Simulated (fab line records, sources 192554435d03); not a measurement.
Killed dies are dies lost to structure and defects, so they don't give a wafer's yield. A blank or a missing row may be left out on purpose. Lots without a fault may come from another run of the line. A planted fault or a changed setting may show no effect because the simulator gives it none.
Chamber matching | flow n5_finfet | N5_BEOL_M4_ETCH_63 on rie_diel-02: 4 sister chambers
The step etches SiARC in CF4, target depth 15.6 nm, time 26 s. 8 wafers are shown with their chamber, then 8 later ones without.

WAFERS WITH THEIR CHAMBER
wafer  | chamber | drypump_motor_current_A (A) | etch_rf_on_time_s (s)
L078.6 | 0       | 5.6                         | 26.2
L082.2 | 0       | 5.6                         | 26.3
L085.2 | 3       | 6.5                         | 26.2
L085.5 | 2       | 5.4                         | 26.4
L091.1 | 1       | 5.4                         | 27.1
L091.2 | 3       | 6.6                         | 26.0
L091.5 | 2       | 5.4                         | 26.0
L092.1 | 1       | 5.4                         | 27.3

WAFERS WITHOUT THEIR CHAMBER
wafer  | drypump_motor_current_A (A) | etch_rf_on_time_s (s)
L092.2 | 5.4                         | 26.3
L092.3 | 6.5                         | 25.9
L093.1 | 5.6                         | 25.8
L093.4 | 5.4                         | 26.1
L093.5 | 5.6                         | 26.2
L096.2 | 5.4                         | 26.4
L096.3 | 5.6                         | 25.8
L096.6 | 5.4                         | 26.2

WHICH CHAMBER EACH WENT THROUGH
wafer  | from the rows above | in truth
L092.2 | 2                   | 2
L092.3 | 3                   | 3
L093.1 | 0                   | 0
L093.4 | 2                   | 2
L093.5 | 0                   | 0
L096.2 | 2                   | 2
L096.3 | 0                   | 0
L096.6 | 2                   | 2
Placed correctly: 8 of 8. Can't be placed from these rows: 0. Placed wrongly: 0.
How it was worked out, from the rows above alone: a wafer's distance from a chamber is the root of the sum, over the readings, of the square of ((its reading less the chamber's mean) divided by the reading's scatter). The wafer belongs to the nearest chamber; if the next one is less than 2 further off, it can't be placed. A chamber's mean is the mean of its shown wafers. The scatter: the root of (the sum of the squares of (reading less its chamber's mean) over the shown wafers, divided by (wafers less chambers)).
